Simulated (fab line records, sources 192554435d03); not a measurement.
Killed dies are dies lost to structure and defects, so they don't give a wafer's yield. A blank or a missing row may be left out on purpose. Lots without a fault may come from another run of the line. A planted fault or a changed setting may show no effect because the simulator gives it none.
Chamber matching | flow n5_finfet | N5_HKMG_FIN_STRIP_90 on rie_diel-05: 4 sister chambers
The step strips SOC in N2/H2, time 20 s. 4 wafers are shown with their chamber, then 8 later ones without.

WAFERS WITH THEIR CHAMBER
wafer  | chamber | drypump_motor_current_A (A)
L082.1 | 0       | 5.3
L082.2 | 2       | 5.4
L082.3 | 3       | 5.8
L082.4 | 1       | 5.9

WAFERS WITHOUT THEIR CHAMBER
wafer  | drypump_motor_current_A (A)
L082.5 | 5.8
L082.6 | 5.3
L093.3 | 5.9
L093.5 | 6.0
L093.6 | 5.4
L096.1 | 5.4
L096.2 | 5.8
L096.4 | 5.3

WHICH CHAMBER EACH WENT THROUGH
wafer  | from the rows above | in truth
L082.5 | 3                   | 3
L082.6 | 0                   | 0
L093.3 | 1                   | 1
L093.5 | 1                   | 1
L093.6 | 2                   | 2
L096.1 | 2                   | 2
L096.2 | 3                   | 3
L096.4 | 0                   | 0
Placed correctly: 8 of 8. Can't be placed from these rows: 0. Placed wrongly: 0.
How it was worked out, from the rows above alone: a wafer's distance from a chamber is the root of the sum, over the readings, of the square of ((its reading less the chamber's mean) divided by the reading's scatter). The wafer belongs to the nearest chamber; if the next one is less than 2 further off, it can't be placed. A chamber's mean is the mean of its shown wafers. The scatter: with one shown wafer a chamber, the root of the mean of the squares of how far each hidden wafer lies from its nearest shown one.
